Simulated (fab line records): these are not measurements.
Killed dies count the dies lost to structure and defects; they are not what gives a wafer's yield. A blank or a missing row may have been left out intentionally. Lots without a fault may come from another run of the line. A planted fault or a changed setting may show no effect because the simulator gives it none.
fab line records | flow n5_finfet
record: lots: 7 | wafers: 39
route steps=1938 shown DUMMY_GATE@228 SPACER0@259 GATE_CUT@469
start_h: start of the lot's first displayed wafer, in hours after the record's first day | wait_h: hours elapsed since this lot's preceding step | " as in the row above | L1.1+2: several wafers, shown together as one row | - value missing, or start not given | * or withheld: withheld | < > ~ a bound
route shown NAME@n: names a module that has steps shown in the file, with the first one's number in the route | usual: mean/standard deviation taken from wafers without a fault | same: alike in all rows | chamber/n: place in a boat | sites: each site's reading | _std_site: standard deviation of those values | _edge_site: the outer-site mean with the inner-site mean subtracted | radius_mm: how far each site lies from the wafer's centre | mask NAME#n: copy n | behind: the tool/chamber that last shaped the wafer | hold: why the lot was held/for how many hours/how that ended | device: whichever transistor did not switch (one of n, p or np) | end of line: tests run on the same wafers once the route is complete | a step given without rows: its recipe and nothing more | killed: not the wafer's yield, but the dies lost to structure and defects at the first sort | map: a wafer's dies, marking killed ones x, the rest . and places with no die _
set.NAME: setting as actually run; set.NAME@STEP: the setting as run at that earlier step | model.NAME: the simulator's own value behind a step, which no gauge read
lots run with intentionally changed settings; tables by step, rows by wafer
== steps ==
step: N5_DUMMY_GATE_EXPOSE_12
recipe: mask_id: GATE | na: 0.33 | source_shape: annular | sigma_inner: 0.2 | sigma_outer: 0.6 | polarization: unpolarized | target_cd_nm: 25 | dose_mj: 34
lot.wafer        | tool           | chamber | start_h | wait_h | mask   | set.dose_mj
L079.1+2+6       | euv_scanner-02 | 0       | 77.52   | -      | GATE#0 | 34
L079.3+4+5       | "              | 0       | "       | "      | GATE#0 | 32.25
L080.1+4+6       | euv_scanner-01 | 0       | 82.99   | -      | GATE#0 | 35.01
L080.2+3+5       | "              | 0       | "       | "      | GATE#0 | 34
L086.1+2+3+4+5+6 | euv_scanner-02 | 0       | 120.05  | -      | GATE#0 | 34
L088.1+5+6       | euv_scanner-02 | 0       | 131.86  | -      | GATE#0 | 34
L090.1+5+6       | euv_scanner-01 | 0       | 142.54  | -      | GATE#0 | 34.9
L090.2+3+4       | "              | 0       | "       | "      | GATE#0 | 34
L093.1+2+3+4+5+6 | euv_scanner-02 | 0       | 159.67  | -      | GATE#0 | 34
L096.1+3+6       | euv_scanner-02 | 0       | 177.46  | -      | GATE#0 | 35.27
L096.2+4+5       | "              | 0       | "       | "      | GATE#0 | 34
step: N5_DUMMY_GATE_PEB_13
recipe: peb_temp_c: 100 | peb_time_s: 60 | resist: CAR-EUV
step: N5_DUMMY_GATE_DEVELOP_14
recipe: develop_time_s: 30 | developer: TMAH | resist: CAR-EUV | rinse_liquid: surfactant_rinse | dry: air_spin | dev_temp_c: 23
step: N5_DUMMY_GATE_CD_MEAS_15
recipe: target_cd_nm: 25.8 | landing_energy_ev: 500 | detector: se_inlens
usual: cd_nm: 24.94/0.22
lot.wafer | tool      | chamber | start_h | wait_h | set.dose_mj@DUMMY_GATE_EXPOSE_12 | cd_nm
L079.1    | cd_sem-02 | 0       | 77.65   | -      | 34                               | 24.85
L079.2    | "         | 0       | "       | "      | 34                               | 24.84
L079.3    | "         | 0       | "       | "      | 32.25                            | 25.87
L079.4    | "         | 0       | "       | "      | 32.25                            | 26.09
L079.5    | "         | 0       | "       | "      | 32.25                            | 26.15
L079.6    | "         | 0       | "       | "      | 34                               | 25.15
L080.1    | cd_sem-03 | 0       | 83.12   | -      | 35.01                            | 24.32
L080.2    | "         | 0       | "       | "      | 34                               | 24.96
L080.3    | "         | 0       | "       | "      | 34                               | 24.61
L080.4    | "         | 0       | "       | "      | 35.01                            | 24.35
L080.5    | "         | 0       | "       | "      | 34                               | 24.58
L080.6    | "         | 0       | "       | "      | 35.01                            | 24.17
L086.1    | cd_sem-02 | 0       | 120.18  | -      | 34                               | 25.08
L086.2    | "         | 0       | "       | "      | 34                               | 24.76
L086.3    | "         | 0       | "       | "      | 34                               | 25.18
L086.4    | "         | 0       | "       | "      | 34                               | 25.15
L086.5    | "         | 0       | "       | "      | 34                               | 24.89
L086.6    | "         | 0       | "       | "      | 34                               | 24.69
L088.1    | cd_sem-03 | 0       | 131.98  | -      | 34                               | 25.01
L088.5    | "         | 0       | "       | "      | 34                               | 24.80
L088.6    | "         | 0       | "       | "      | 34                               | 24.86
L090.1    | cd_sem-01 | 0       | 142.67  | -      | 34.9                             | 24.55
L090.2    | "         | 0       | "       | "      | 34                               | 24.88
L090.3    | "         | 0       | "       | "      | 34                               | 25.04
L090.4    | "         | 0       | "       | "      | 34                               | 24.68
L090.5    | "         | 0       | "       | "      | 34.9                             | 24.24
L090.6    | "         | 0       | "       | "      | 34.9                             | 24.43
L093.1    | cd_sem-02 | 0       | 159.79  | -      | 34                               | 24.91
L093.2    | "         | 0       | "       | "      | 34                               | 24.95
L093.3    | "         | 0       | "       | "      | 34                               | 24.81
L093.4    | "         | 0       | "       | "      | 34                               | 24.94
L093.5    | "         | 0       | "       | "      | 34                               | 24.90
L093.6    | "         | 0       | "       | "      | 34                               | 24.82
L096.1    | cd_sem-03 | 0       | 177.59  | -      | 35.27                            | 23.90
L096.2    | "         | 0       | "       | "      | 34                               | 25.17
L096.3    | "         | 0       | "       | "      | 35.27                            | 24.23
L096.4    | "         | 0       | "       | "      | 34                               | 25.00
L096.5    | "         | 0       | "       | "      | 34                               | 25.14
L096.6    | "         | 0       | "       | "      | 35.27                            | 24.53
step: N5_DUMMY_GATE_ETCH_44
recipe: chemistry: HBr/O2 | over_etch_frac: 0.7 | target_depth_a: 1275 | stop_on: SiO2 | ion_energy_ev: 60 | bias_w: 20 | target: poly-Si | mask_material: SiO2 | pressure_mtorr: 20 | icp_w: 400 | HBr_flow_sccm: 120 | O2_flow_sccm: 10
lot.wafer        | tool      | chamber     | start_h | wait_h | set.target_depth_a | model.SiO2_of_DUMMY_GATE_ALD_02.thk_nm
L079.1+2+3+4+5+6 | rie_si-04 | 1,3,2,2,1,3 | 78.58   | 0.0    | 1275               | 2
L080.1+2+3+4+5+6 | rie_si-05 | 1,0,3,2,1,2 | 84.01   | 0.0    | 1275               | 2
L086.1           | rie_si-04 | 1           | 121.07  | 0.0    | 1439               | 1.8
L086.2+4+5       | "         | 2,0,0       | "       | "      | 1275               | 2
L086.3+6         | "         | 3           | "       | "      | 1439               | 1.6
L088.1+5+6       | rie_si-03 | 3,3,0       | 132.89  | 0.0    | 1275               | 2
L090.1+3+6       | rie_si-05 | 1,0,3       | 143.84  | 0.0    | 1431               | 1.8
L090.2+4+5       | "         | 3,2,0       | "       | "      | 1275               | 2
L093.1+2+3+4+5+6 | rie_si-03 | 1,0,2,3,2,3 | 160.78  | 0.0    | 1275               | 2
L096.1+2+3       | rie_si-03 | 0,1,2       | 178.48  | 0.0    | 1393               | 1.8
L096.4+5+6       | "         | 3,3,0       | "       | "      | 1275               | 2
step: N5_SPACER0_ALD_00
recipe: material: SiOCN | target_thk_a: 35 | temp_c: 400 | ald_precursor_family: alkyl-aminosilane | ald_co_reactant: O2/N2-plasma | pulse_time_s: 3 | purge_time_s: 2 | co_reactant_purge_time_s: 2 | ald_cycles: 58 | pressure_torr: 2
lot.wafer        | tool       | chamber     | start_h | wait_h | set.ald_cycles | model.SiOCN_of_SPACER0_ALD_00.thk_nm
L079.1+2+3+4+5+6 | ald_sin-01 | 2,0,1,3,3,0 | 79.18   | 0.1    | 58             | 3.6
L080.1+2+4       | ald_sin-04 | 2,3,1       | 84.64   | 0.1    | 65             | 4
L080.3+5+6       | "          | 0,3,2       | "       | "      | 58             | 3.6
L086.1+2+3+5+6   | ald_sin-03 | 1,0,2,1,2   | 121.65  | 0.1    | 58             | 3.4
L086.4           | "          | 0           | "       | "      | 58             | 3.6
L088.1           | ald_sin-01 | 2           | 133.58  | 0.1    | 58             | 3.6
L088.5+6         | "          | 0,1         | "       | "      | 58             | 3.4
L090.1+2+6       | ald_sin-01 | 1,2,1       | 144.69  | 0.1    | 58             | 3.6
L090.3+4+5       | "          | 0,2,0       | "       | "      | 49             | 3
L093.1+3+4+5+6   | ald_sin-04 | 1,2,3,0,3   | 161.43  | 0.1    | 58             | 3.4
L093.2           | "          | 0           | "       | "      | 58             | 3.6
L096.1+3         | ald_sin-04 | 2,0         | 179.06  | 0.1    | 58             | 3.4
L096.2+5+6       | "          | 3,3,0       | "       | "      | 51             | 3
L096.4           | "          | 1           | "       | "      | 58             | 3.6
step: N5_GATE_CUT_ETCH_58
recipe: chemistry: CH3F/O2 | target: SiNx | target_depth_a: 170 | time_s: 128.6 | ion_energy_ev: 50 | pressure_mtorr: 30 | source_w: 415 | bias_w: 21 | Ar_flow_sccm: 150 | CH3F_flow_sccm: 30 | O2_flow_sccm: 20
lot.wafer | tool        | chamber | start_h | wait_h | set.time_s | model.etch.depth_nm
L079.1    | rie_diel-05 | 1       | 111.82  | 0.1    | 128.6      | 17.32
L079.2    | "           | 0       | "       | "      | 128.6      | 16.69
L079.3    | "           | 2       | "       | "      | 128.6      | 17.25
L079.4    | "           | 3       | "       | "      | 141.4      | 18.84
L079.5    | "           | 1       | "       | "      | 141.4      | 19.14
L079.6    | "           | 2       | "       | "      | 141.4      | 19.02
L080.1    | rie_diel-05 | 0       | 117.57  | 0.1    | 128.6      | 17.06
L080.2    | "           | 3       | "       | "      | 128.6      | 17.17
L080.3    | "           | 1       | "       | "      | 112        | 15.27
L080.4    | "           | 2       | "       | "      | 112        | 15.14
L080.5    | "           | 0       | "       | "      | 112        | 14.67
L080.6    | "           | 1       | "       | "      | 128.6      | 17.46
L086.1    | rie_diel-01 | 1       | 153.12  | 0.0    | 128.6      | 17.47
L086.2    | "           | 2       | "       | "      | 128.6      | 17.06
L086.3    | "           | 3       | "       | "      | 109.6      | 14.23
L086.4    | "           | 2       | "       | "      | 109.6      | 14.61
L086.5    | "           | 3       | "       | "      | 128.6      | 16.73
L086.6    | "           | 1       | "       | "      | 109.6      | 14.84
L088.1    | rie_diel-01 | 2       | 165.58  | 0.1    | 128.6      | 17.22
L088.5    | "           | 1       | "       | "      | 128.6      | 17.39
L088.6    | "           | 2       | "       | "      | 128.6      | 17.26
L090.1    | rie_diel-01 | 1       | 176.42  | 0.0    | 106.2      | 14.69
L090.2    | "           | 3       | "       | "      | 106.2      | 13.97
L090.3    | "           | 2       | "       | "      | 128.6      | 17.5
L090.4    | "           | 0       | "       | "      | 128.6      | 17.39
L090.5    | "           | 1       | "       | "      | 106.2      | 14.63
L090.6    | "           | 2       | "       | "      | 128.6      | 17.47
L093.1    | rie_diel-04 | 2       | 193.92  | 0.0    | 128.6      | 16.83
L093.2    | "           | 1       | "       | "      | 128.6      | 17.13
L093.3    | "           | 0       | "       | "      | 128.6      | 17.12
L093.4    | "           | 3       | "       | "      | 128.6      | 17.1
L093.5    | "           | 3       | "       | "      | 128.6      | 17.14
L093.6    | "           | 2       | "       | "      | 128.6      | 16.9
L096.1    | rie_diel-04 | 0       | 211.20  | 0.0    | 114.8      | 15.12
L096.2    | "           | 1       | "       | "      | 128.6      | 16.82
L096.3    | "           | 2       | "       | "      | 128.6      | 16.49
L096.4    | "           | 3       | "       | "      | 114.8      | 14.88
L096.5    | "           | 0       | "       | "      | 128.6      | 16.85
L096.6    | "           | 3       | "       | "      | 114.8      | 14.98
== key ==
split: step: N5_DUMMY_GATE_EXPOSE_12 | setting: dose_mj | stated: 34 | by: wafer
response: step: N5_DUMMY_GATE_CD_MEAS_15 | reading: cd_nm | change: -0.203 | per: 1% | r: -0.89
split: step: N5_DUMMY_GATE_ETCH_44 | setting: target_depth_a | stated: 1275 | by: wafer
response: step: N5_DUMMY_GATE_ETCH_44 | reading: model.SiO2_of_DUMMY_GATE_ALD_02.thk_nm | change: -0.0214 | per: 1% | r: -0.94
split: step: N5_SPACER0_ALD_00 | setting: ald_cycles | stated: 58 | by: wafer
response: step: N5_SPACER0_ALD_00 | reading: model.SiOCN_of_SPACER0_ALD_00.thk_nm | change: +0.0372 | per: 1% | r: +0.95
split: step: N5_GATE_CUT_ETCH_58 | setting: time_s | stated: 128.6 | by: wafer
response: step: N5_GATE_CUT_ETCH_58 | reading: model.etch.depth_nm | change: +0.173 | per: 1% | r: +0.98
